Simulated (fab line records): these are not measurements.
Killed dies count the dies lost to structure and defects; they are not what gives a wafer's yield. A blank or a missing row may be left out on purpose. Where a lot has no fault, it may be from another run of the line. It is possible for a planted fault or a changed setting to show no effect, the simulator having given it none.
What tool caused it? :: flow nand harc :: 24 lots, 72 wafers sampled, at 5 steps of a route of 1302

## WHAT THE GAUGES READ, wafer by wafer
NHARC_P_CONTACT_INSPECT_14. Usual: 4.0 for raw defect count, sd 2.1.
lot: L074
measured: day 6 00:28
on: defect inspect-02
raw defect count: 6 4 7
flag: 

lot: L075
measured: day 6 04:44
on: defect inspect-01
raw defect count: 2 6 3
flag: 

lot: L076
measured: day 6 14:26
on: defect inspect-02
raw defect count: 6 3 4
flag: 

lot: L077
measured: day 7 04:00
on: defect inspect-02
raw defect count: 2 8 3
flag: 

lot: L078
measured: day 7 15:25
on: defect inspect-02
raw defect count: 1 2 4
flag: 

lot: L079
measured: day 7 19:34
on: defect inspect-01
raw defect count: 3 3 2
flag: 

lot: L080
measured: day 8 07:50
on: defect inspect-01
raw defect count: 4 3 5
flag: 

lot: L081
measured: day 8 23:26
on: defect inspect-01
raw defect count: 5 3 2
flag: 

lot: L082
measured: day 9 06:41
on: defect inspect-02
raw defect count: 4 5 3
flag: 

lot: L083
measured: day 9 15:44
on: defect inspect-02
raw defect count: 2 4 3
flag: 

lot: L084
measured: day 10 05:27
on: defect inspect-01
raw defect count: 2 9 5
flag: 

lot: L085
measured: day 10 09:34
on: defect inspect-02
raw defect count: 10 4 6
flag: 

lot: L086
measured: day 10 18:40
on: defect inspect-02
raw defect count: 4 5 3
flag: 

lot: L088
measured: day 12 00:25
on: defect inspect-01
raw defect count: 3 4 1
flag: 

lot: L087
measured: day 12 03:09
on: defect inspect-01
raw defect count: 6 3 3
flag: 

lot: L089
measured: day 12 03:37
on: defect inspect-02
raw defect count: 6 4 1
flag: 

lot: L090
measured: day 12 12:09
on: defect inspect-01
raw defect count: 2 4 2
flag: 

lot: L091
measured: day 13 00:33
on: defect inspect-01
raw defect count: 4 3 2
flag: 

lot: L092
measured: day 13 08:41
on: defect inspect-01
raw defect count: 2 4 3
flag: 

lot: L094
measured: day 14 06:19
on: defect inspect-02
raw defect count: 6 3 3
flag: 

lot: L093
measured: day 14 06:52
on: defect inspect-02
raw defect count: 3 7 3
flag: 

lot: L095
measured: day 14 11:28
on: defect inspect-01
raw defect count: 3 2 4
flag: 

lot: L097
measured: day 15 06:50
on: defect inspect-02
raw defect count: 9 5 4
flag: 

lot: L096
measured: day 15 07:34
on: defect inspect-01
raw defect count: 4 8 6
flag: 

NHARC_P_M0_INSPECT_11. Usual: 4.1 for raw defect count, sd 2.2.
lot: L074
measured: day 6 04:38
on: defect inspect-02
raw defect count: 7 3 7
flag: 

lot: L075
measured: day 6 08:52
on: defect inspect-02
raw defect count: 0 6 4
flag: 

lot: L076
measured: day 6 18:30
on: defect inspect-01
raw defect count: 6 7 10
flag: 

lot: L077
measured: day 7 08:06
on: defect inspect-01
raw defect count: 4 5 3
flag: 

lot: L078
measured: day 7 19:35
on: defect inspect-02
raw defect count: 3 3 4
flag: 

lot: L079
measured: day 7 23:45
on: defect inspect-01
raw defect count: 3 2 2
flag: 

lot: L080
measured: day 8 12:13
on: defect inspect-02
raw defect count: 1 5 5
flag: 

lot: L081
measured: day 9 03:37
on: defect inspect-02
raw defect count: 4 3 0
flag: 

lot: L082
measured: day 9 10:47
on: defect inspect-02
raw defect count: 3 1 5
flag: 

lot: L083
measured: day 9 20:09
on: defect inspect-02
raw defect count: 2 5 2
flag: 

lot: L084
measured: day 10 09:41
on: defect inspect-01
raw defect count: 1 7 7
flag: 

lot: L085
measured: day 10 13:37
on: defect inspect-02
raw defect count: 6 2 5
flag: 

lot: L086
measured: day 10 23:03
on: defect inspect-02
raw defect count: 3 5 5
flag: 

lot: L088
measured: day 12 04:36
on: defect inspect-02
raw defect count: 2 4 4
flag: 

lot: L087
measured: day 12 07:19
on: defect inspect-01
raw defect count: 4 3 4
flag: 

lot: L089
measured: day 12 08:22
on: defect inspect-02
raw defect count: 6 4 2
flag: 

lot: L090
measured: day 12 16:38
on: defect inspect-01
raw defect count: 3 3 4
flag: 

lot: L091
measured: day 13 04:35
on: defect inspect-02
raw defect count: 4 6 4
flag: 

lot: L092
measured: day 13 13:02
on: defect inspect-01
raw defect count: 2 3 3
flag: 

lot: L094
measured: day 14 10:41
on: defect inspect-01
raw defect count: 6 1 3
flag: 

lot: L093
measured: day 14 11:14
on: defect inspect-01
raw defect count: 4 6 2
flag: 

lot: L095
measured: day 14 15:38
on: defect inspect-02
raw defect count: 6 2 6
flag: 

lot: L097
measured: day 15 11:01
on: defect inspect-02
raw defect count: 8 2 3
flag: 

lot: L096
measured: day 15 11:46
on: defect inspect-01
raw defect count: 7 8 5
flag: 

## EACH LOT AND THE TOOL THAT RAN IT (in order: tool; ch and the chambers of the sampled wafers; start)
lot: L074
NHARC_P_GATE_DESCUM_61: rie diel-08 ch 0,1,2, day 5 18:07
NHARC_P_CONTACT_STRIP_28: rie diel-05 ch 0,1,3, day 6 01:30
NHARC_P_CONTACT_CMP_24: cmp-01 ch 0,1,2, day 6 03:14

lot: L075
NHARC_P_GATE_DESCUM_61: rie diel-08 ch 0,2,3, day 5 22:22
NHARC_P_CONTACT_STRIP_28: rie diel-05 ch 0,1,2, day 6 05:51
NHARC_P_CONTACT_CMP_24: cmp-02 ch 0,1,2, day 6 07:38

lot: L076
NHARC_P_GATE_DESCUM_61: rie diel-04 ch 0,3, day 6 08:11
NHARC_P_CONTACT_STRIP_28: rie diel-05 ch 1,2, day 6 15:28
NHARC_P_CONTACT_CMP_24: cmp-01 ch 1,2, day 6 17:14

lot: L077
NHARC_P_GATE_DESCUM_61: rie diel-04 ch 0,3, day 6 21:28
NHARC_P_CONTACT_STRIP_28: rie diel-05 ch 1,2,3, day 7 05:01
NHARC_P_CONTACT_CMP_24: cmp-02 ch 0,2,3, day 7 06:50

lot: L078
NHARC_P_GATE_DESCUM_61: rie diel-04 ch 0,3, day 7 09:11
NHARC_P_CONTACT_STRIP_28: rie diel-10 ch 1,2,3, day 7 16:26
NHARC_P_CONTACT_CMP_24: cmp-02 ch 0,2,3, day 7 18:10

lot: L079
NHARC_P_GATE_DESCUM_61: rie diel-04 ch 0,3, day 7 12:57
NHARC_P_CONTACT_STRIP_28: rie diel-10 ch 0,1,2, day 7 20:35
NHARC_P_CONTACT_CMP_24: cmp-02 ch 2,3, day 7 22:20

lot: L080
NHARC_P_GATE_DESCUM_61: rie diel-11 ch 0,1,2, day 8 01:17
NHARC_P_CONTACT_STRIP_28: rie diel-05 ch 1,2, day 8 08:51
NHARC_P_CONTACT_CMP_24: cmp-01 ch 0,1,2, day 8 10:48

lot: L081
NHARC_P_GATE_DESCUM_61: rie diel-11 ch 0,2,3, day 8 17:11
NHARC_P_CONTACT_STRIP_28: rie diel-12 ch 0,2,3, day 9 00:26
NHARC_P_CONTACT_CMP_24: cmp-01 ch 0,1,3, day 9 02:11

lot: L082
NHARC_P_GATE_DESCUM_61: rie diel-11 ch 1,2,3, day 9 00:26
NHARC_P_CONTACT_STRIP_28: rie diel-10 ch 0,2,3, day 9 07:44
NHARC_P_CONTACT_CMP_24: cmp-01 ch 0,3, day 9 09:31

lot: L083
NHARC_P_GATE_DESCUM_61: rie diel-11 ch 1,2,3, day 9 09:32
NHARC_P_CONTACT_STRIP_28: rie diel-10 ch 0,1,3, day 9 17:07
NHARC_P_CONTACT_CMP_24: cmp-01 ch 1,2,3, day 9 18:51

lot: L084
NHARC_P_GATE_DESCUM_61: rie diel-08 ch 0,3, day 9 22:28
NHARC_P_CONTACT_STRIP_28: rie diel-10 ch 0,1,3, day 10 06:29
NHARC_P_CONTACT_CMP_24: cmp-04 ch 0,1,2, day 10 08:15

lot: L085
NHARC_P_GATE_DESCUM_61: rie diel-04 ch 0,1,2, day 10 03:11
NHARC_P_CONTACT_STRIP_28: rie diel-05 ch 1,2,3, day 10 10:35
NHARC_P_CONTACT_CMP_24: cmp-01 ch 0,1,3, day 10 12:20

lot: L086
NHARC_P_GATE_DESCUM_61: rie diel-11 ch 0,3, day 10 12:19
NHARC_P_CONTACT_STRIP_28: rie diel-10 ch 0,3, day 10 19:43
NHARC_P_CONTACT_CMP_24: cmp-04 ch 0,1, day 10 21:28

lot: L088
NHARC_P_GATE_DESCUM_61: rie diel-11 ch 0,3, day 11 18:08
NHARC_P_CONTACT_STRIP_28: rie diel-05 ch 1,2,3, day 12 01:25
NHARC_P_CONTACT_CMP_24: cmp-01 ch 0,1,3, day 12 03:13

lot: L087
NHARC_P_GATE_DESCUM_61: rie diel-11 ch 1,2, day 11 20:29
NHARC_P_CONTACT_STRIP_28: rie diel-10 ch 0,1,2, day 12 04:10
NHARC_P_CONTACT_CMP_24: cmp-04 ch 2,3, day 12 05:55

lot: L089
NHARC_P_GATE_DESCUM_61: rie diel-08 ch 1,2,3, day 11 21:23
NHARC_P_CONTACT_STRIP_28: rie diel-10 ch 0,1,2, day 12 04:38
NHARC_P_CONTACT_CMP_24: cmp-02 ch 1,2,3, day 12 06:54

lot: L090
NHARC_P_GATE_DESCUM_61: rie diel-11 ch 2,3, day 12 06:04
NHARC_P_CONTACT_STRIP_28: rie diel-10 ch 2,3, day 12 13:10
NHARC_P_CONTACT_CMP_24: cmp-04 ch 0,1, day 12 14:53

lot: L091
NHARC_P_GATE_DESCUM_61: rie diel-04 ch 1,2, day 12 17:56
NHARC_P_CONTACT_STRIP_28: rie diel-10 ch 0,2, day 13 01:34
NHARC_P_CONTACT_CMP_24: cmp-01 ch 0,1,3, day 13 03:20

lot: L092
NHARC_P_GATE_DESCUM_61: rie diel-04 ch 0,2,3, day 13 02:26
NHARC_P_CONTACT_STRIP_28: rie diel-12 ch 0,2,3, day 13 09:54
NHARC_P_CONTACT_CMP_24: cmp-02 ch 0,1,3, day 13 11:39

lot: L094
NHARC_P_GATE_DESCUM_61: rie diel-04 ch 0,2, day 13 23:56
NHARC_P_CONTACT_STRIP_28: rie diel-10 ch 0,2,3, day 14 07:22
NHARC_P_CONTACT_CMP_24: cmp-02 ch 1,2,3, day 14 09:07

lot: L093
NHARC_P_GATE_DESCUM_61: rie diel-04 ch 0,1,3, day 14 00:26
NHARC_P_CONTACT_STRIP_28: rie diel-10 ch 0,2, day 14 07:52
NHARC_P_CONTACT_CMP_24: cmp-04 ch 0,1,2, day 14 09:39

lot: L095
NHARC_P_GATE_DESCUM_61: rie diel-04 ch 0,3, day 14 05:07
NHARC_P_CONTACT_STRIP_28: rie diel-10 ch 0,1,2, day 14 12:30
NHARC_P_CONTACT_CMP_24: cmp-01 ch 0,2,3, day 14 14:13

lot: L097
NHARC_P_GATE_DESCUM_61: rie diel-04 ch 1,2,3, day 15 00:38
NHARC_P_CONTACT_STRIP_28: rie diel-05 ch 0,1,2, day 15 07:50
NHARC_P_CONTACT_CMP_24: cmp-04 ch 0,1,2, day 15 09:34

lot: L096
NHARC_P_GATE_DESCUM_61: rie diel-11 ch 2,3, day 15 01:12
NHARC_P_CONTACT_STRIP_28: rie diel-12 ch 0,1,2, day 15 08:36
NHARC_P_CONTACT_CMP_24: cmp-04 ch 0,1,3, day 15 10:25
- NHARC_P_GATE_DESCUM_61: chemistry O2, time 3 s.
- NHARC_P_CONTACT_STRIP_28: strips in O2.
- NHARC_P_CONTACT_CMP_24: polishes, t overpolish 30 s, target thk 200 nm.

## AS READ BY THE TOOLS THEMSELVES (means over the sampled wafers that have a number; for cases with no such wafer, the mark the record gives instead)
NHARC_P_GATE_DESCUM_61. Usual: drypump motor current A 5.6 A, standard deviation 0.36; oes product au 0.998 a.u., standard deviation 0.012; rf vpp V 57.8 V, standard deviation 0.89; showerhead plenum p Torr 1.93 Torr, standard deviation 0.067; throttle valve pct 11.311 %, standard deviation 0.0094.
lot: L074
tool: rie diel-08
drypump motor current A (A): 5.4
oes product au (a.u.): 1.009
rf vpp V (V): 57.8
showerhead plenum p Torr (Torr): 1.85
throttle valve pct (%): 11.317
flag: 

lot: L075
tool: rie diel-08
drypump motor current A (A): 5.3
oes product au (a.u.): 1.002
rf vpp V (V): 57.1
showerhead plenum p Torr (Torr): 1.84
throttle valve pct (%): 11.296
flag: 

lot: L076
tool: rie diel-04
drypump motor current A (A): 5.6
oes product au (a.u.): 1.004
rf vpp V (V): 58.5
showerhead plenum p Torr (Torr): 1.98
throttle valve pct (%): 11.310
flag: 

lot: L077
tool: rie diel-04
drypump motor current A (A): 5.3
oes product au (a.u.): 1.003
rf vpp V (V): 57.4
showerhead plenum p Torr (Torr): 1.99
throttle valve pct (%): 11.316
flag: 

lot: L078
tool: rie diel-04
drypump motor current A (A): 5.6
oes product au (a.u.): 0.997
rf vpp V (V): 58.2
showerhead plenum p Torr (Torr): 1.98
throttle valve pct (%): 11.304
flag: 

lot: L079
tool: rie diel-04
drypump motor current A (A): 5.6
oes product au (a.u.): 0.999
rf vpp V (V): 58.2
showerhead plenum p Torr (Torr): 1.98
throttle valve pct (%): 11.316
flag: 

lot: L080
tool: rie diel-11
drypump motor current A (A): 6.0
oes product au (a.u.): 0.988
rf vpp V (V): 58.1
showerhead plenum p Torr (Torr): 1.89
throttle valve pct (%): 11.314
flag: 

lot: L081
tool: rie diel-11
drypump motor current A (A): 5.8
oes product au (a.u.): 0.998
rf vpp V (V): 57.7
showerhead plenum p Torr (Torr): 1.93
throttle valve pct (%): 11.308
flag: 

lot: L082
tool: rie diel-11
drypump motor current A (A): 5.7
oes product au (a.u.): 0.997
rf vpp V (V): 56.8
showerhead plenum p Torr (Torr): 1.94
throttle valve pct (%): 11.318
flag: 

lot: L083
tool: rie diel-11
drypump motor current A (A): 5.7
oes product au (a.u.): 0.995
rf vpp V (V): 58.0
showerhead plenum p Torr (Torr): 1.94
throttle valve pct (%): 11.313
flag: 

lot: L084
tool: rie diel-08
drypump motor current A (A): 5.6
oes product au (a.u.): 0.999
rf vpp V (V): 55.9
showerhead plenum p Torr (Torr): 1.87
throttle valve pct (%): 11.315
flag: 

lot: L085
tool: rie diel-04
drypump motor current A (A): 5.4
oes product au (a.u.): 1.006
rf vpp V (V): 57.9
showerhead plenum p Torr (Torr): 1.95
throttle valve pct (%): 11.307
flag: 

lot: L086
tool: rie diel-11
drypump motor current A (A): 5.6
oes product au (a.u.): 0.993
rf vpp V (V): 58.0
showerhead plenum p Torr (Torr): 1.97
throttle valve pct (%): 11.306
flag: 

lot: L088
tool: rie diel-11
drypump motor current A (A): 5.6
oes product au (a.u.): 0.994
rf vpp V (V): 58.1
showerhead plenum p Torr (Torr): 1.97
throttle valve pct (%): 11.311
flag: 

lot: L087
tool: rie diel-11
drypump motor current A (A): 5.9
oes product au (a.u.): 0.985
rf vpp V (V): 58.4
showerhead plenum p Torr (Torr): 1.90
throttle valve pct (%): 11.310
flag: 

lot: L089
tool: rie diel-08
drypump motor current A (A): 5.5
oes product au (a.u.): 1.001
rf vpp V (V): 57.1
showerhead plenum p Torr (Torr): 1.89
throttle valve pct (%): 11.314
flag: 

lot: L090
tool: rie diel-11
drypump motor current A (A): 5.5
oes product au (a.u.): 1.002
rf vpp V (V): 57.9
showerhead plenum p Torr (Torr): 1.99
throttle valve pct (%): 11.312
flag: 

lot: L091
tool: rie diel-04
drypump motor current A (A): 5.6
oes product au (a.u.): 1.013
rf vpp V (V): 58.6
showerhead plenum p Torr (Torr): 1.95
throttle valve pct (%): 11.302
flag: 

lot: L092
tool: rie diel-04
drypump motor current A (A): 5.5
oes product au (a.u.): 1.011
rf vpp V (V): 58.9
showerhead plenum p Torr (Torr): 1.95
throttle valve pct (%): 11.308
flag: 

lot: L094
tool: rie diel-04
drypump motor current A (A): 5.2
oes product au (a.u.): 1.007
rf vpp V (V): 58.1
showerhead plenum p Torr (Torr): 1.95
throttle valve pct (%): 11.312
flag: 

lot: L093
tool: rie diel-04
drypump motor current A (A): 5.5
oes product au (a.u.): 0.992
rf vpp V (V): 57.5
showerhead plenum p Torr (Torr): 1.98
throttle valve pct (%): 11.316
flag: 

lot: L095
tool: rie diel-04
drypump motor current A (A): 5.3
oes product au (a.u.): 0.996
rf vpp V (V): 58.7
showerhead plenum p Torr (Torr): 1.99
throttle valve pct (%): 11.315
flag: 

lot: L097
tool: rie diel-04
drypump motor current A (A): 5.6
oes product au (a.u.): 1.004
rf vpp V (V): 57.2
showerhead plenum p Torr (Torr): 1.94
throttle valve pct (%): 11.302
flag: 

lot: L096
tool: rie diel-11
drypump motor current A (A): 5.6
oes product au (a.u.): 0.992
rf vpp V (V): 58.2
showerhead plenum p Torr (Torr): 1.95
throttle valve pct (%): 11.315
flag: 

NHARC_P_CONTACT_STRIP_28. Usual: drypump motor current A 5.8 A, standard deviation 0.45; oes product au 1.003 a.u., standard deviation 0.013; rf vpp V 57.9 V, standard deviation 0.94; showerhead plenum p Torr 3.56 Torr, standard deviation 0.18; throttle valve pct 17.035 %, standard deviation 0.0094.
lot: L074
tool: rie diel-05
drypump motor current A (A): 5.6
oes product au (a.u.): 1.006
rf vpp V (V): 57.5
showerhead plenum p Torr (Torr): 3.54
throttle valve pct (%): 17.038
flag: 

lot: L075
tool: rie diel-05
drypump motor current A (A): 5.7
oes product au (a.u.): 0.999
rf vpp V (V): 57.5
showerhead plenum p Torr (Torr): 3.52
throttle valve pct (%): 17.041
flag: 

lot: L076
tool: rie diel-05
drypump motor current A (A): 5.6
oes product au (a.u.): 1.000
rf vpp V (V): 57.3
showerhead plenum p Torr (Torr): 3.42
throttle valve pct (%): 17.020
flag: 

lot: L077
tool: rie diel-05
drypump motor current A (A): 5.4
oes product au (a.u.): 1.003
rf vpp V (V): 57.1
showerhead plenum p Torr (Torr): 3.44
throttle valve pct (%): 17.030
flag: 

lot: L078
tool: rie diel-10
drypump motor current A (A): 6.2
oes product au (a.u.): 1.019
rf vpp V (V): 58.7
showerhead plenum p Torr (Torr): 3.66
throttle valve pct (%): 17.028
flag: 

lot: L079
tool: rie diel-10
drypump motor current A (A): 6.0
oes product au (a.u.): 1.006
rf vpp V (V): 57.7
showerhead plenum p Torr (Torr): 3.51
throttle valve pct (%): 17.042
flag: 

lot: L080
tool: rie diel-05
drypump motor current A (A): 5.6
oes product au (a.u.): 0.989
rf vpp V (V): 58.6
showerhead plenum p Torr (Torr): 3.42
throttle valve pct (%): 17.025
flag: 

lot: L081
tool: rie diel-12
drypump motor current A (A): 5.3
oes product au (a.u.): 1.013
rf vpp V (V): 58.6
showerhead plenum p Torr (Torr): 3.76
throttle valve pct (%): 17.025
flag: 

lot: L082
tool: rie diel-10
drypump motor current A (A): 5.9
oes product au (a.u.): 1.015
rf vpp V (V): 57.6
showerhead plenum p Torr (Torr): 3.58
throttle valve pct (%): 17.038
flag: 

lot: L083
tool: rie diel-10
drypump motor current A (A): 6.1
oes product au (a.u.): 1.008
rf vpp V (V): 57.7
showerhead plenum p Torr (Torr): 3.56
throttle valve pct (%): 17.035
flag: 

lot: L084
tool: rie diel-10
drypump motor current A (A): 6.1
oes product au (a.u.): 1.013
rf vpp V (V): 57.8
showerhead plenum p Torr (Torr): 3.56
throttle valve pct (%): 17.029
flag: 

lot: L085
tool: rie diel-05
drypump motor current A (A): 5.4
oes product au (a.u.): 1.008
rf vpp V (V): 58.1
showerhead plenum p Torr (Torr): 3.44
throttle valve pct (%): 17.042
flag: 

lot: L086
tool: rie diel-10
drypump motor current A (A): 5.9
oes product au (a.u.): 1.011
rf vpp V (V): 57.6
showerhead plenum p Torr (Torr): 3.48
throttle valve pct (%): 17.029
flag: 

lot: L088
tool: rie diel-05
drypump motor current A (A): 5.4
oes product au (a.u.): 0.997
rf vpp V (V): 57.0
showerhead plenum p Torr (Torr): 3.44
throttle valve pct (%): 17.034
flag: 

lot: L087
tool: rie diel-10
drypump motor current A (A): 6.0
oes product au (a.u.): 1.005
rf vpp V (V): 57.4
showerhead plenum p Torr (Torr): 3.51
throttle valve pct (%): 17.030
flag: 

lot: L089
tool: rie diel-10
drypump motor current A (A): 6.0
oes product au (a.u.): 1.004
rf vpp V (V): 57.3
showerhead plenum p Torr (Torr): 3.51
throttle valve pct (%): 17.028
flag: 

lot: L090
tool: rie diel-10
drypump motor current A (A): 6.1
oes product au (a.u.): 1.006
rf vpp V (V): 58.2
showerhead plenum p Torr (Torr): 3.73
throttle valve pct (%): 17.041
flag: 

lot: L091
tool: rie diel-10
drypump motor current A (A): 5.7
oes product au (a.u.): 1.000
rf vpp V (V): 57.4
showerhead plenum p Torr (Torr): 3.43
throttle valve pct (%): 17.037
flag: 

lot: L092
tool: rie diel-12
drypump motor current A (A): 5.3
oes product au (a.u.): 0.990
rf vpp V (V): 57.9
showerhead plenum p Torr (Torr): 3.76
throttle valve pct (%): 17.038
flag: 

lot: L094
tool: rie diel-10
drypump motor current A (A): 5.9
oes product au (a.u.): 0.997
rf vpp V (V): 57.6
showerhead plenum p Torr (Torr): 3.57
throttle valve pct (%): 17.043
flag: 

lot: L093
tool: rie diel-10
drypump motor current A (A): 5.8
oes product au (a.u.): 0.990
rf vpp V (V): 57.4
showerhead plenum p Torr (Torr): 3.52
throttle valve pct (%): 17.019
flag: 

lot: L095
tool: rie diel-10
drypump motor current A (A): 6.0
oes product au (a.u.): 0.990
rf vpp V (V): 58.1
showerhead plenum p Torr (Torr): 3.50
throttle valve pct (%): 17.039
flag: 

lot: L097
tool: rie diel-05
drypump motor current A (A): 5.7
oes product au (a.u.): 1.009
rf vpp V (V): 57.7
showerhead plenum p Torr (Torr): 3.52
throttle valve pct (%): 17.036
flag: 

lot: L096
tool: rie diel-12
drypump motor current A (A): 5.5
oes product au (a.u.): 1.003
rf vpp V (V): 59.2
showerhead plenum p Torr (Torr): 3.74
throttle valve pct (%): 17.032
flag: 

NHARC_P_CONTACT_CMP_24. Usual: motor current A 12.5 A, standard deviation 0.89; overpolish run s 30.000 s, standard deviation 0.0096; slurry filter dp kPa 13.50 kPa, standard deviation 0.13; slurry flow ml min 149.9, standard deviation 0.5; time to endpoint s 39 s, standard deviation 3.9.
lot: L074
tool: cmp-01
motor current A (A): 13.2
overpolish run s (s): 30.003
slurry filter dp kPa (kPa): 13.57
slurry flow ml min: 149.9
time to endpoint s (s): 42
flag: 

lot: L075
tool: cmp-02
motor current A (A): 12.2
overpolish run s (s): 30.008
slurry filter dp kPa (kPa): 13.39
slurry flow ml min: 149.5
time to endpoint s (s): 40
flag: 

lot: L076
tool: cmp-01
motor current A (A): 13.1
overpolish run s (s): 30.003
slurry filter dp kPa (kPa): 13.43
slurry flow ml min: 149.8
time to endpoint s (s): 45
flag: 

lot: L077
tool: cmp-02
motor current A (A): 12.3
overpolish run s (s): 29.997
slurry filter dp kPa (kPa): 13.33
slurry flow ml min: 149.9
time to endpoint s (s): 36
flag: 

lot: L078
tool: cmp-02
motor current A (A): 12.5
overpolish run s (s): 29.998
slurry filter dp kPa (kPa): 13.56
slurry flow ml min: 150.2
time to endpoint s (s): 35
flag: 

lot: L079
tool: cmp-02
motor current A (A): 13.0
overpolish run s (s): 29.999
slurry filter dp kPa (kPa): 13.48
slurry flow ml min: 150.2
time to endpoint s (s): 35
flag: 

lot: L080
tool: cmp-01
motor current A (A): 13.1
overpolish run s (s): 30.015
slurry filter dp kPa (kPa): 13.59
slurry flow ml min: 149.8
time to endpoint s (s): 46
flag: 

lot: L081
tool: cmp-01
motor current A (A): 12.5
overpolish run s (s): 30.002
slurry filter dp kPa (kPa): 13.54
slurry flow ml min: 149.9
time to endpoint s (s): 41
flag: 

lot: L082
tool: cmp-01
motor current A (A): 12.7
overpolish run s (s): 29.998
slurry filter dp kPa (kPa): 13.40
slurry flow ml min: 150.4
time to endpoint s (s): 39
flag: 

lot: L083
tool: cmp-01
motor current A (A): 12.5
overpolish run s (s): 29.997
slurry filter dp kPa (kPa): 13.41
slurry flow ml min: 150.3
time to endpoint s (s): 41
flag: 

lot: L084
tool: cmp-04
motor current A (A): 12.3
overpolish run s (s): 30.000
slurry filter dp kPa (kPa): 13.60
slurry flow ml min: 149.9
time to endpoint s (s): 41
flag: 

lot: L085
tool: cmp-01
motor current A (A): 12.6
overpolish run s (s): 30.008
slurry filter dp kPa (kPa): 13.40
slurry flow ml min: 150.1
time to endpoint s (s): 40
flag: 

lot: L086
tool: cmp-04
motor current A (A): 11.6
overpolish run s (s): 30.007
slurry filter dp kPa (kPa): 13.46
slurry flow ml min: 149.0
time to endpoint s (s): 41
flag: 

lot: L088
tool: cmp-01
motor current A (A): 12.7
overpolish run s (s): 30.002
slurry filter dp kPa (kPa): 13.49
slurry flow ml min: 150.1
time to endpoint s (s): 42
flag: 

lot: L087
tool: cmp-04
motor current A (A): 13.1
overpolish run s (s): 30.004
slurry filter dp kPa (kPa): 13.45
slurry flow ml min: 149.9
time to endpoint s (s): 39
flag: 

lot: L089
tool: cmp-02
motor current A (A): 12.3
overpolish run s (s): 29.995
slurry filter dp kPa (kPa): 13.42
slurry flow ml min: 149.9
time to endpoint s (s): 34
flag: 

lot: L090
tool: cmp-04
motor current A (A): 11.7
overpolish run s (s): 30.005
slurry filter dp kPa (kPa): 13.50
slurry flow ml min: 150.1
time to endpoint s (s): 41
flag: 

lot: L091
tool: cmp-01
motor current A (A): 12.5
overpolish run s (s): 30.007
slurry filter dp kPa (kPa): 13.69
slurry flow ml min: 150.1
time to endpoint s (s): 42
flag: 

lot: L092
tool: cmp-02
motor current A (A): 12.4
overpolish run s (s): 30.000
slurry filter dp kPa (kPa): 13.57
slurry flow ml min: 150.4
time to endpoint s (s): 38
flag: 

lot: L094
tool: cmp-02
motor current A (A): 12.7
overpolish run s (s): 30.000
slurry filter dp kPa (kPa): 13.54
slurry flow ml min: 149.3
time to endpoint s (s): 32
flag: 

lot: L093
tool: cmp-04
motor current A (A): 11.9
overpolish run s (s): 29.981
slurry filter dp kPa (kPa): 13.46
slurry flow ml min: 149.7
time to endpoint s (s): 40
flag: 

lot: L095
tool: cmp-01
motor current A (A): 12.2
overpolish run s (s): 30.006
slurry filter dp kPa (kPa): 13.48
slurry flow ml min: 149.6
time to endpoint s (s): 42
flag: 

lot: L097
tool: cmp-04
motor current A (A): 12.5
overpolish run s (s): 29.997
slurry filter dp kPa (kPa): 13.56
slurry flow ml min: 149.7
time to endpoint s (s): 40
flag: 

lot: L096
tool: cmp-04
motor current A (A): 12.9
overpolish run s (s): 30.003
slurry filter dp kPa (kPa): 13.50
slurry flow ml min: 149.9
time to endpoint s (s): 40
flag: 

## THE ANSWER, worked out from the rows above alone
Rule: take the mean of a lot's wafers that have a number; if it is more than 3 standard deviations from the usual mean, the lot is off. Also off: a lot with no number at a reading for which 4 or more lots have one. All remaining lots with rows at the step are treated as sound. First the gauges in route order, then the tools' own readings, where a lot's mean is used as printed above. At the first step where some lot is off, the reading lying furthest off is the one used; lots without a number count as furthest.
Nothing can be told from this: no lot is off at any reading shown.

## WHAT WAS PUT IN BY THE SIMULATOR
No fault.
